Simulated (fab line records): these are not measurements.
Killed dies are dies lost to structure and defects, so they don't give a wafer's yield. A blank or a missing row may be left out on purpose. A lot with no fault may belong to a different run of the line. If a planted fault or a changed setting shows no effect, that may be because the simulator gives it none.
Which tool was responsible? / flow n5Finfet / 8 lots, 22 wafers sampled, at 6 steps of a route of 1938

## WHAT EACH GAUGE READ, for each wafer
N5_BEOL_M4_RC_MEAS_101. Usual: DIBL_N 36.0 mV/V, standard deviation 1.7; DIBL_P 36.2 mV/V, standard deviation 1.9; IOFF_N 0.154 nA/um, standard deviation 0.028; IOFF_P 0.21 nA/um, standard deviation 0.036; ION_N 675 uA/um, standard deviation 11; ION_P 463 uA/um, standard deviation 8.3; SS_N 71.4 mV/dec, standard deviation 0.63; SS_P 73.2 mV/dec, standard deviation 0.55; VT_N 250.2 mV, standard deviation 3; VT_P -251 mV, standard deviation 3.7.
lot=L413; measured=day 9 05:26; on=prober-01; DIBL_N (mV/V)=35.0 38.3 39.0; DIBL_P (mV/V)=33.2 38.5 38.7; IOFF_N (nA/um)=0.116 0.186 0.196; IOFF_P (nA/um)=0.17 0.26 0.26; ION_N (uA/um)=670 688 700; ION_P (uA/um)=455 474 477; SS_N (mV/dec)=71.2 72.9 72.4; SS_P (mV/dec)=73.0 73.9 73.9; VT_N (mV)=252.2 245.6 245.2; VT_P (mV)=-252 -247 -246; flag=
lot=L415; measured=day 11 04:26; on=prober-02; DIBL_N (mV/V)=32.7 35.9 36.7; DIBL_P (mV/V)=32.2 34.8 36.0; IOFF_N (nA/um)=0.103 0.140 0.152; IOFF_P (nA/um)=0.16 0.19 0.20; ION_N (uA/um)=668 672 678; ION_P (uA/um)=463 457 458; SS_N (mV/dec)=70.7 70.7 70.6; SS_P (mV/dec)=72.2 73.0 73.6; VT_N (mV)=255.7 251.5 250.0; VT_P (mV)=-256 -255 -251; flag=
lot=L416; measured=day 10 23:41; on=prober-02; DIBL_N (mV/V)=37.7 38.0 34.4; DIBL_P (mV/V)=38.6 38.8 34.9; IOFF_N (nA/um)=0.180 0.185 0.128; IOFF_P (nA/um)=0.23 0.23 0.17; ION_N (uA/um)=685 679 671; ION_P (uA/um)=477 467 462; SS_N (mV/dec)=71.5 72.4 71.1; SS_P (mV/dec)=73.7 73.4 72.3; VT_N (mV)=249.5 246.9 252.7; VT_P (mV)=-247 -248 -250; flag=
lot=L418; measured=day 12 00:50; on=prober-02; DIBL_N (mV/V)=34.7 35.7 35.7; DIBL_P (mV/V)=35.6 36.4 36.5; IOFF_N (nA/um)=0.134 0.155 0.146; IOFF_P (nA/um)=0.18 0.20 0.19; ION_N (uA/um)=666 679 674; ION_P (uA/um)=460 461 465; SS_N (mV/dec)=71.4 71.4 71.2; SS_P (mV/dec)=72.7 72.8 72.5; VT_N (mV)=252.2 248.9 249.6; VT_P (mV)=-252 -251 -251; flag=
lot=L420; measured=day 12 12:19; on=prober-01; DIBL_N (mV/V)=32.5 35.8 33.1; DIBL_P (mV/V)=32.9 37.7 34.8; IOFF_N (nA/um)=0.102 0.158 0.113; IOFF_P (nA/um)=0.15 0.21 0.17; ION_N (uA/um)=657 673 662; ION_P (uA/um)=452 465 463; SS_N (mV/dec)=70.8 71.1 70.6; SS_P (mV/dec)=71.7 73.0 72.3; VT_N (mV)=255.7 249.3 252.1; VT_P (mV)=-254 -248 -254; flag=
lot=L428; measured=day 14 04:01; on=prober-01; DIBL_N (mV/V)=35.8 34.4; DIBL_P (mV/V)=35.0 34.3; IOFF_N (nA/um)=0.147 0.138; IOFF_P (nA/um)=0.18 0.18; ION_N (uA/um)=667 684; ION_P (uA/um)=456 466; SS_N (mV/dec)=71.2 71.4; SS_P (mV/dec)=73.4 73.2; VT_N (mV)=253.0 249.5; VT_P (mV)=-254 -255; flag=
lot=L430; measured=day 15 03:34; on=prober-02; DIBL_N (mV/V)=39.3 36.8; DIBL_P (mV/V)=38.5 36.7; IOFF_N (nA/um)=0.221 0.175; IOFF_P (nA/um)=0.26 0.24; ION_N (uA/um)=682 687; ION_P (uA/um)=466 474; SS_N (mV/dec)=72.9 70.9; SS_P (mV/dec)=73.6 74.0; VT_N (mV)=246.6 247.1; VT_P (mV)=-246 -248; flag=
lot=L435; measured=day 15 11:02; on=prober-02; DIBL_N (mV/V)=36.1 35.9 37.9; DIBL_P (mV/V)=36.9 34.8 39.6; IOFF_N (nA/um)=0.145 0.148 0.192; IOFF_P (nA/um)=0.21 0.19 0.25; ION_N (uA/um)=660 662 697; ION_P (uA/um)=455 456 471; SS_N (mV/dec)=71.4 71.4 72.3; SS_P (mV/dec)=73.0 72.7 73.9; VT_N (mV)=253.2 252.0 247.7; VT_P (mV)=-253 -252 -249; flag=

## WHAT TOOL EACH LOT RAN ON (gives the tool, then ch and the chambers of the sampled wafers, and finally the start)
lot=L413; N5_FIN_SAQP_HM_OPEN_73=rieDiel-05 ch 1,2,3, day 2 03:28; N5_FIN_SAQP_MANDREL_ETCH_22=rieSi-01 ch 1,2,3, day 2 03:33; N5_FIN_SAQP_ETCH_57=rieDiel-01 ch 0,2, day 2 05:22; N5_FIN_SAQP_ETCH_67=rieDiel-01 ch 0,2, day 2 06:15; N5_FIN_SAQP_STRIP_70=rieDiel-01 ch 0,2, day 2 06:19
lot=L415; N5_FIN_SAQP_HM_OPEN_73=rieDiel-05 ch 1,2,3, day 2 17:11; N5_FIN_SAQP_MANDREL_ETCH_22=rieSi-05 ch 2,3, day 2 17:15; N5_FIN_SAQP_ETCH_57=rieDiel-01 ch 1,2,3, day 2 19:04; N5_FIN_SAQP_ETCH_67=rieDiel-05 ch 1,2,3, day 2 19:51; N5_FIN_SAQP_STRIP_70=rieDiel-05 ch 1,2,3, day 2 19:53
lot=L416; N5_FIN_SAQP_HM_OPEN_73=rieDiel-05 ch 1,2, day 2 22:07; N5_FIN_SAQP_MANDREL_ETCH_22=rieSi-05 ch 0,1,2, day 2 22:12; N5_FIN_SAQP_ETCH_57=rieDiel-03 ch 0,2,3, day 3 00:42; N5_FIN_SAQP_ETCH_67=rieDiel-05 ch 0,2,3, day 3 01:28; N5_FIN_SAQP_STRIP_70=rieDiel-05 ch 0,2,3, day 3 01:30
lot=L418; N5_FIN_SAQP_HM_OPEN_73=rieDiel-05 ch 1,2, day 3 09:32; N5_FIN_SAQP_MANDREL_ETCH_22=rieSi-03 ch 1,2, day 3 09:37; N5_FIN_SAQP_ETCH_57=rieDiel-01 ch 1,3, day 3 11:23; N5_FIN_SAQP_ETCH_67=rieDiel-03 ch 0,2, day 3 12:07; N5_FIN_SAQP_STRIP_70=rieDiel-03 ch 0,2, day 3 12:10
lot=L420; N5_FIN_SAQP_HM_OPEN_73=rieDiel-05 ch 0,1,3, day 3 23:00; N5_FIN_SAQP_MANDREL_ETCH_22=rieSi-01 ch 0,1,3, day 3 23:05; N5_FIN_SAQP_ETCH_57=rieDiel-01 ch 1,2,3, day 4 01:09; N5_FIN_SAQP_ETCH_67=rieDiel-03 ch 1,2,3, day 4 01:53; N5_FIN_SAQP_STRIP_70=rieDiel-03 ch 1,2,3, day 4 01:55
lot=L428; N5_FIN_SAQP_HM_OPEN_73=rieDiel-05 ch 0,3, day 5 22:44; N5_FIN_SAQP_MANDREL_ETCH_22=rieSi-01 ch 1,3, day 5 22:49; N5_FIN_SAQP_ETCH_57=rieDiel-05 ch 0,2, day 6 01:05; N5_FIN_SAQP_ETCH_67=rieDiel-01 ch 0,3, day 6 01:52; N5_FIN_SAQP_STRIP_70=rieDiel-01 ch 0,3, day 6 01:55
lot=L430; N5_FIN_SAQP_HM_OPEN_73=rieDiel-03 ch 1,3, day 6 10:56; N5_FIN_SAQP_MANDREL_ETCH_22=rieSi-01 ch 2, day 6 11:01; N5_FIN_SAQP_ETCH_57=rieDiel-05 ch 0,2, day 6 12:53; N5_FIN_SAQP_ETCH_67=rieDiel-05 ch 0,3, day 6 13:37; N5_FIN_SAQP_STRIP_70=rieDiel-05 ch 0,3, day 6 13:40
lot=L435; N5_FIN_SAQP_HM_OPEN_73=rieDiel-05 ch 1,2, day 7 16:52; N5_FIN_SAQP_MANDREL_ETCH_22=rieSi-05 ch 0,2,3, day 7 16:56; N5_FIN_SAQP_ETCH_57=rieDiel-05 ch 0,2, day 7 18:46; N5_FIN_SAQP_ETCH_67=rieDiel-03 ch 0,1, day 7 19:31; N5_FIN_SAQP_STRIP_70=rieDiel-03 ch 0,1, day 7 19:34
- N5_FIN_SAQP_HM_OPEN_73: chemistry CHF3/O2, target SiO2, stops on a-Si, target depth 12 nm, time 16.8 s.
- N5_FIN_SAQP_MANDREL_ETCH_22: etches a-Si in HBr/Cl2, stops on SiNx, target depth 60 nm, bt time 10 s, time 30 s.
- N5_FIN_SAQP_ETCH_57: etches SiNx in CH3F/O2, target depth 32.5 nm, time 46.4 s.
- N5_FIN_SAQP_ETCH_67: etches SiNx in CH3F/O2, target depth 30 nm.
- N5_FIN_SAQP_STRIP_70: strips in N2/H2.

## WHAT THE TOOLS THEMSELVES READ (means of the sampled wafers that have a number; where no wafer has one, the mark that the record gives instead)
N5_FIN_SAQP_HM_OPEN_73. Usual: drypumpMotorCurrentA 5.9 A, standard deviation 0.46; oes_ar_750_au 0.81 a.u., standard deviation 0.092; oesProductAu 0.48 a.u., standard deviation 0.054; rfVppV 520 V, standard deviation 9.2; showerheadPlenumPTorr 2.43 Torr, standard deviation 0.074; throttleValvePct 18.87 %, standard deviation 0.22.
lot=L413; tool=rieDiel-05; drypumpMotorCurrentA (A)=5.8; oes_ar_750_au (a.u.)=0.73; oesProductAu (a.u.)=0.43; rfVppV (V)=523; showerheadPlenumPTorr (Torr)=2.43; throttleValvePct (%)=18.88; flag=
lot=L415; tool=rieDiel-05; drypumpMotorCurrentA (A)=5.8; oes_ar_750_au (a.u.)=0.73; oesProductAu (a.u.)=0.43; rfVppV (V)=523; showerheadPlenumPTorr (Torr)=2.43; throttleValvePct (%)=18.89; flag=
lot=L416; tool=rieDiel-05; drypumpMotorCurrentA (A)=6.0; oes_ar_750_au (a.u.)=0.72; oesProductAu (a.u.)=0.44; rfVppV (V)=522; showerheadPlenumPTorr (Torr)=2.42; throttleValvePct (%)=18.96; flag=
lot=L418; tool=rieDiel-05; drypumpMotorCurrentA (A)=5.8; oes_ar_750_au (a.u.)=0.76; oesProductAu (a.u.)=0.45; rfVppV (V)=524; showerheadPlenumPTorr (Torr)=2.47; throttleValvePct (%)=18.91; flag=
lot=L420; tool=rieDiel-05; drypumpMotorCurrentA (A)=5.7; oes_ar_750_au (a.u.)=0.77; oesProductAu (a.u.)=0.46; rfVppV (V)=518; showerheadPlenumPTorr (Torr)=2.42; throttleValvePct (%)=18.87; flag=
lot=L428; tool=rieDiel-05; drypumpMotorCurrentA (A)=5.5; oes_ar_750_au (a.u.)=0.79; oesProductAu (a.u.)=0.46; rfVppV (V)=518; showerheadPlenumPTorr (Torr)=2.43; throttleValvePct (%)=18.83; flag=
lot=L430; tool=rieDiel-03; drypumpMotorCurrentA (A)=6.0; oes_ar_750_au (a.u.)=0.80; oesProductAu (a.u.)=0.47; rfVppV (V)=526; showerheadPlenumPTorr (Torr)=2.48; throttleValvePct (%)=18.98; flag=
lot=L435; tool=rieDiel-05; drypumpMotorCurrentA (A)=5.8; oes_ar_750_au (a.u.)=0.81; oesProductAu (a.u.)=0.48; rfVppV (V)=524; showerheadPlenumPTorr (Torr)=2.45; throttleValvePct (%)=18.81; flag=

N5_FIN_SAQP_MANDREL_ETCH_22. Usual: drypumpMotorCurrentA 5.7 A, standard deviation 0.57; oesProductAu 0.766 a.u., standard deviation 0.011; throttleValvePct 35.3 %, standard deviation 0.3.
lot=L413; tool=rieSi-01; drypumpMotorCurrentA (A)=5.5; oesProductAu (a.u.)=0.759; throttleValvePct (%)=35.1; flag=
lot=L415; tool=rieSi-05; drypumpMotorCurrentA (A)=5.7; oesProductAu (a.u.)=0.775; throttleValvePct (%)=35.7; flag=
lot=L416; tool=rieSi-05; drypumpMotorCurrentA (A)=5.7; oesProductAu (a.u.)=0.773; throttleValvePct (%)=35.4; flag=
lot=L418; tool=rieSi-03; drypumpMotorCurrentA (A)=6.2; oesProductAu (a.u.)=0.772; throttleValvePct (%)=35.2; flag=
lot=L420; tool=rieSi-01; drypumpMotorCurrentA (A)=5.7; oesProductAu (a.u.)=0.757; throttleValvePct (%)=35.0; flag=
lot=L428; tool=rieSi-01; drypumpMotorCurrentA (A)=5.5; oesProductAu (a.u.)=0.718; throttleValvePct (%)=35.2; flag=OFF
lot=L430; tool=rieSi-01; drypumpMotorCurrentA (A)=5.7; oesProductAu (a.u.)=0.702; throttleValvePct (%)=35.2; flag=OFF
lot=L435; tool=rieSi-05; drypumpMotorCurrentA (A)=6.0; oesProductAu (a.u.)=0.773; throttleValvePct (%)=35.5; flag=

N5_FIN_SAQP_ETCH_57. Usual: drypumpMotorCurrentA 5.8 A (standard deviation 0.46); etchRfOnTimeS 46.2 s (standard deviation 1.1); oes_ar_750_au 0.81 a.u. (standard deviation 0.081); oesProductAu 0.69 a.u. (standard deviation 0.069); rfVppV 295 V (standard deviation 5.4); showerheadPlenumPTorr 2.00 Torr (standard deviation 0.071); throttleValvePct 16.31 % (standard deviation 0.21).
lot=L413; tool=rieDiel-01; drypumpMotorCurrentA (A)=5.7; etchRfOnTimeS (s)=47.0; oes_ar_750_au (a.u.)=0.77; oesProductAu (a.u.)=0.66; rfVppV (V)=298; showerheadPlenumPTorr (Torr)=2.03; throttleValvePct (%)=16.38; flag=
lot=L415; tool=rieDiel-01; drypumpMotorCurrentA (A)=5.7; etchRfOnTimeS (s)=46.6; oes_ar_750_au (a.u.)=0.84; oesProductAu (a.u.)=0.72; rfVppV (V)=297; showerheadPlenumPTorr (Torr)=1.96; throttleValvePct (%)=16.11; flag=
lot=L416; tool=rieDiel-03; drypumpMotorCurrentA (A)=6.1; etchRfOnTimeS (s)=45.3; oes_ar_750_au (a.u.)=0.86; oesProductAu (a.u.)=0.74; rfVppV (V)=297; showerheadPlenumPTorr (Torr)=2.03; throttleValvePct (%)=16.48; flag=
lot=L418; tool=rieDiel-01; drypumpMotorCurrentA (A)=6.0; etchRfOnTimeS (s)=45.3; oes_ar_750_au (a.u.)=0.88; oesProductAu (a.u.)=0.75; rfVppV (V)=291; showerheadPlenumPTorr (Torr)=1.92; throttleValvePct (%)=15.94; flag=
lot=L420; tool=rieDiel-01; drypumpMotorCurrentA (A)=5.6; etchRfOnTimeS (s)=46.4; oes_ar_750_au (a.u.)=0.81; oesProductAu (a.u.)=0.70; rfVppV (V)=297; showerheadPlenumPTorr (Torr)=1.96; throttleValvePct (%)=16.12; flag=
lot=L428; tool=rieDiel-05; drypumpMotorCurrentA (A)=5.5; etchRfOnTimeS (s)=43.1; oes_ar_750_au (a.u.)=0.83; oesProductAu (a.u.)=0.70; rfVppV (V)=294; showerheadPlenumPTorr (Torr)=2.06; throttleValvePct (%)=16.30; flag=
lot=L430; tool=rieDiel-05; drypumpMotorCurrentA (A)=5.4; etchRfOnTimeS (s)=43.0; oes_ar_750_au (a.u.)=0.83; oesProductAu (a.u.)=0.70; rfVppV (V)=294; showerheadPlenumPTorr (Torr)=2.06; throttleValvePct (%)=16.34; flag=
lot=L435; tool=rieDiel-05; drypumpMotorCurrentA (A)=5.5; etchRfOnTimeS (s)=44.9; oes_ar_750_au (a.u.)=0.79; oesProductAu (a.u.)=0.68; rfVppV (V)=296; showerheadPlenumPTorr (Torr)=2.06; throttleValvePct (%)=16.39; flag=

N5_FIN_SAQP_ETCH_67. Usual: drypumpMotorCurrentA 5.9 A, standard deviation 0.5; oes_ar_750_au 0.82 a.u., standard deviation 0.085; oesProductAu 0.81 a.u., standard deviation 0.083; rfVppV 295 V, standard deviation 5.7; showerheadPlenumPTorr 2.00 Torr, standard deviation 0.071; throttleValvePct 16.35 %, standard deviation 0.24.
lot=L413; tool=rieDiel-01; drypumpMotorCurrentA (A)=6.0; oes_ar_750_au (a.u.)=0.79; oesProductAu (a.u.)=0.80; rfVppV (V)=294; showerheadPlenumPTorr (Torr)=1.98; throttleValvePct (%)=16.37; flag=
lot=L415; tool=rieDiel-05; drypumpMotorCurrentA (A)=5.8; oes_ar_750_au (a.u.)=0.73; oesProductAu (a.u.)=0.72; rfVppV (V)=296; showerheadPlenumPTorr (Torr)=2.01; throttleValvePct (%)=16.45; flag=
lot=L416; tool=rieDiel-05; drypumpMotorCurrentA (A)=5.5; oes_ar_750_au (a.u.)=0.83; oesProductAu (a.u.)=0.83; rfVppV (V)=295; showerheadPlenumPTorr (Torr)=2.04; throttleValvePct (%)=16.34; flag=
lot=L418; tool=rieDiel-03; drypumpMotorCurrentA (A)=6.5; oes_ar_750_au (a.u.)=0.92; oesProductAu (a.u.)=0.91; rfVppV (V)=292; showerheadPlenumPTorr (Torr)=2.03; throttleValvePct (%)=16.37; flag=
lot=L420; tool=rieDiel-03; drypumpMotorCurrentA (A)=6.3; oes_ar_750_au (a.u.)=0.87; oesProductAu (a.u.)=0.87; rfVppV (V)=294; showerheadPlenumPTorr (Torr)=2.06; throttleValvePct (%)=16.45; flag=
lot=L428; tool=rieDiel-01; drypumpMotorCurrentA (A)=5.7; oes_ar_750_au (a.u.)=0.79; oesProductAu (a.u.)=0.78; rfVppV (V)=292; showerheadPlenumPTorr (Torr)=1.88; throttleValvePct (%)=16.28; flag=
lot=L430; tool=rieDiel-05; drypumpMotorCurrentA (A)=5.5; oes_ar_750_au (a.u.)=0.78; oesProductAu (a.u.)=0.77; rfVppV (V)=292; showerheadPlenumPTorr (Torr)=2.01; throttleValvePct (%)=16.35; flag=
lot=L435; tool=rieDiel-03; drypumpMotorCurrentA (A)=6.3; oes_ar_750_au (a.u.)=0.87; oesProductAu (a.u.)=0.85; rfVppV (V)=293; showerheadPlenumPTorr (Torr)=2.01; throttleValvePct (%)=16.18; flag=

N5_FIN_SAQP_STRIP_70. Usual: drypumpMotorCurrentA 6.0 A, standard deviation 0.5; oesProductAu 0.81 a.u., standard deviation 0.085; powerW 500.0 W, standard deviation 1.6; rfVppV 121.8 V, standard deviation 1; showerheadPlenumPTorr 3.36 Torr, standard deviation 0.11; throttleValvePct 18.9 %, standard deviation 0.34.
lot=L413; tool=rieDiel-01; drypumpMotorCurrentA (A)=5.9; oesProductAu (a.u.)=0.80; powerW (W)=499.5; rfVppV (V)=122.0; showerheadPlenumPTorr (Torr)=3.33; throttleValvePct (%)=18.7; flag=
lot=L415; tool=rieDiel-05; drypumpMotorCurrentA (A)=5.8; oesProductAu (a.u.)=0.72; powerW (W)=499.9; rfVppV (V)=122.3; showerheadPlenumPTorr (Torr)=3.37; throttleValvePct (%)=18.9; flag=
lot=L416; tool=rieDiel-05; drypumpMotorCurrentA (A)=5.6; oesProductAu (a.u.)=0.82; powerW (W)=501.3; rfVppV (V)=122.4; showerheadPlenumPTorr (Torr)=3.41; throttleValvePct (%)=18.8; flag=
lot=L418; tool=rieDiel-03; drypumpMotorCurrentA (A)=6.5; oesProductAu (a.u.)=0.91; powerW (W)=499.8; rfVppV (V)=122.0; showerheadPlenumPTorr (Torr)=3.39; throttleValvePct (%)=18.9; flag=
lot=L420; tool=rieDiel-03; drypumpMotorCurrentA (A)=6.3; oesProductAu (a.u.)=0.87; powerW (W)=499.2; rfVppV (V)=121.2; showerheadPlenumPTorr (Torr)=3.45; throttleValvePct (%)=18.9; flag=
lot=L428; tool=rieDiel-01; drypumpMotorCurrentA (A)=5.7; oesProductAu (a.u.)=0.78; powerW (W)=500.9; rfVppV (V)=121.2; showerheadPlenumPTorr (Torr)=3.16; throttleValvePct (%)=18.5; flag=
lot=L430; tool=rieDiel-05; drypumpMotorCurrentA (A)=5.5; oesProductAu (a.u.)=0.77; powerW (W)=500.2; rfVppV (V)=122.4; showerheadPlenumPTorr (Torr)=3.35; throttleValvePct (%)=18.8; flag=
lot=L435; tool=rieDiel-03; drypumpMotorCurrentA (A)=6.4; oesProductAu (a.u.)=0.85; powerW (W)=498.2; rfVppV (V)=122.0; showerheadPlenumPTorr (Torr)=3.37; throttleValvePct (%)=18.9; flag=

## THE ANSWER, worked out from the rows above alone
Rule: take the mean of a lot's wafers that have a number; if it is more than 3 standard deviations from the usual mean, the lot is off. Also off: a lot with no number at a reading for which 4 or more lots have one. All remaining lots with rows at the step are treated as sound. First the gauges in route order, then the tools' own readings, where a lot's mean is used as printed above. The first step at which some lot is off is used, and at that step the reading that is off furthest; a lot without a number counts as furthest.
Off, at N5_FIN_SAQP_MANDREL_ETCH_22 on oesProductAu: L428, L430.
If a tool, at that step or one of the process steps before it, ran each lot that is off and ran no sound lot following the first of them, it fits. One candidate fits, namely rieSi-01 at N5_FIN_SAQP_MANDREL_ETCH_22. A fault onset in the window from L420 (day 3 23:05, its last sound lot) to L428 (day 5 22:49, its first lot off) fits.
The tool's own readings at N5_FIN_SAQP_MANDREL_ETCH_22 bear it out: on the lots that are off they differ by more than 5 times the standard deviation of the sound lots' means. oesProductAu reads 0.710 a.u. there against 0.768 a.u. on the sound lots.

## WHAT THE SIMULATOR PUT IN
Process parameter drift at N5_FIN_SAQP_MANDREL_ETCH_22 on rieSi-01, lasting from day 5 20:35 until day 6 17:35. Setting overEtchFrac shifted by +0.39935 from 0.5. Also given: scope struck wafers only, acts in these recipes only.
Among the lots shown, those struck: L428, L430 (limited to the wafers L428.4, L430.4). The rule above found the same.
